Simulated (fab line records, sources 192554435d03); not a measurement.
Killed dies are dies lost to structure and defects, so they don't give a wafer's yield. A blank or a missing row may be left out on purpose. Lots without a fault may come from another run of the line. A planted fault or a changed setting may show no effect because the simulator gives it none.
Split-lot experiment | flow n5_finfet | 7 lots, 21 wafers read, on a route of 1938 steps

THE SPLIT
At N5_BEOL_M14_PEB_26 (peb time 90 s), the setting peb_temp_c was moved away from the recipe's 130 C on 8 of the 21 wafers read, by -2.2% to +1.0%. The other wafers ran this setting at the recipe's value.

FROM THE SPLIT TO THE READING: what the file shows between them, 2 steps
- N5_BEOL_M14_DEVELOP_27: develop time 45 s
- N5_BEOL_M14_HARDBAKE_32: time 120 s

THE READING
cd_nm, in nm, at N5_BEOL_M14_CD_MEAS_28 (target cd 284.4 nm). Fault-free wafers of this fab line usually give 284.5 nm, standard deviation 1.5 nm.

wafer  | tool, chamber at the split | peb_temp_c as run, C | against the recipe | cd_nm, nm | against lot-mates on the recipe
L075.1 | litho_track-04, 0          | 130                  | recipe             | 283.1     | -
L075.2 | litho_track-04, 0          | 130                  | recipe             | 285.2     | -
L075.4 | litho_track-04, 0          | 130                  | recipe             | 283.1     | -
L079.3 | litho_track-03, 0          | 130                  | recipe             | 282.4     | -
L079.4 | litho_track-03, 0          | 128.4                | -1.2%              | 275.6     | -6.8
L079.5 | litho_track-03, 0          | 130                  | recipe             | 282.5     | -
L086.2 | litho_track-03, 0          | 130                  | recipe             | 284.1     | -
L086.4 | litho_track-03, 0          | 130                  | recipe             | 285.3     | -
L086.6 | litho_track-03, 0          | 130                  | recipe             | 284.1     | -
L087.3 | litho_track-03, 0          | 127.1                | -2.2%              | 269.4     | no lot-mate on the recipe
L087.5 | litho_track-03, 0          | 127.1                | -2.2%              | 271.0     | no lot-mate on the recipe
L087.6 | litho_track-03, 0          | 127.1                | -2.2%              | 268.8     | no lot-mate on the recipe
L091.2 | litho_track-01, 0          | 130                  | recipe             | 285.6     | -
L091.3 | litho_track-01, 0          | 131.3                | +1.0%              | 296.2     | +10.6
L091.4 | litho_track-01, 0          | 131.3                | +1.0%              | 291.9     | +6.3
L096.3 | litho_track-03, 0          | 130                  | recipe             | 283.7     | -
L096.4 | litho_track-03, 0          | 130                  | recipe             | 284.7     | -
L096.5 | litho_track-03, 0          | 127.4                | -2.0%              | 269.3     | -14.9
L095.1 | litho_track-03, 0          | 130                  | recipe             | 283.4     | -
L095.4 | litho_track-03, 0          | 130                  | recipe             | 274.8     | -
L095.5 | litho_track-03, 0          | 128.3                | -1.3%              | 274.9     | -4.2

THE FIT
A straight line over all 21 wafers: cd_nm changes by +6.9 nm for each +1% of peb_temp_c; r = +0.94; the points scatter about the line by 2.7 nm.
The same after taking each lot's own level away (the mean of its wafers on the recipe; 18 wafers): +6.69 nm for each +1%; r = +0.91; scatter 2.2 nm.
On that fit, the largest move of peb_temp_c shifts the reading by 15 nm.
The lots' own levels span 279.10 to 285.60 nm, that is 4.3 times the standard deviation above.
So the lot-to-lot level changes the slope little: the two slopes agree.
Check: with one of the wafers moved furthest among these (-2.0%) left out of the fit, the line predicts -11.4 nm for it against its lot-mates. It came out at -14.9 nm against them.

THE WHOLE CHAIN: every reading that the file lists as answering this split, in the file's order
step                   | what it does                                           | reading                                                         | change (the file's fit)              | r (the file's)
N5_BEOL_M14_CD_MEAS_28 | target cd 284.4 nm                                     | cd_nm                                                           | +6.36 nm for each +1% of the setting | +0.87
N5_BEOL_M14_DESCUM_33  | chemistry O2, time 7.9 s                               | BEOL_M14.cd_nm (the simulator's own value, which no gauge read) | +6.25 nm for each +1% of the setting | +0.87
N5_BEOL_M14_ETCH_67    | etches SiARC in CF4, target depth 143 nm, time 238.3 s | BEOL_M14.cd_nm (the simulator's own value, which no gauge read) | +6.09 nm for each +1% of the setting | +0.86

THE FILE'S OWN FIT
cd_nm changes by +6.36 nm for each +1% of peb_temp_c, r = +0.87.
